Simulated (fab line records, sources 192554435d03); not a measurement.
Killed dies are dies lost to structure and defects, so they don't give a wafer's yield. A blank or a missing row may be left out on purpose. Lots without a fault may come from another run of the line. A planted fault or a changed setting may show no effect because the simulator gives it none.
Chamber matching | flow n5_finfet | N5_BEOL_M4_STRIP_66 on rie_diel-04: 4 sister chambers
The step strips in CF4. 4 wafers are shown with their chamber, then 12 later ones without.

WAFERS WITH THEIR CHAMBER
wafer  | chamber | drypump_motor_current_A (A)
L087.2 | 1       | 5.6
L087.4 | 2       | 5.7
L088.5 | 0       | 6.0
L088.6 | 3       | 5.1

WAFERS WITHOUT THEIR CHAMBER
wafer  | drypump_motor_current_A (A)
L090.1 | 5.0
L090.3 | 5.6
L090.5 | 5.6
L095.1 | 5.6
L095.2 | 5.1
L095.3 | 5.7
L095.4 | 6.0
L095.5 | 5.1
L095.6 | 6.0
L096.2 | 5.0
L096.4 | 6.0
L096.6 | 5.6

WHICH CHAMBER EACH WENT THROUGH
wafer  | from the rows above | in truth
L090.1 | 3                   | 3
L090.3 | 1                   | 1
L090.5 | 1                   | 1
L095.1 | 1                   | 1
L095.2 | 3                   | 3
L095.3 | 2                   | 2
L095.4 | 0                   | 0
L095.5 | 3                   | 3
L095.6 | 0                   | 0
L096.2 | 3                   | 3
L096.4 | 0                   | 0
L096.6 | 1                   | 1
Placed correctly: 12 of 12. Can't be placed from these rows: 0. Placed wrongly: 0.
How it was worked out, from the rows above alone: a wafer's distance from a chamber is the root of the sum, over the readings, of the square of ((its reading less the chamber's mean) divided by the reading's scatter). The wafer belongs to the nearest chamber; if the next one is less than 2 further off, it can't be placed. A chamber's mean is the mean of its shown wafers. The scatter: with one shown wafer a chamber, the root of the mean of the squares of how far each hidden wafer lies from its nearest shown one.
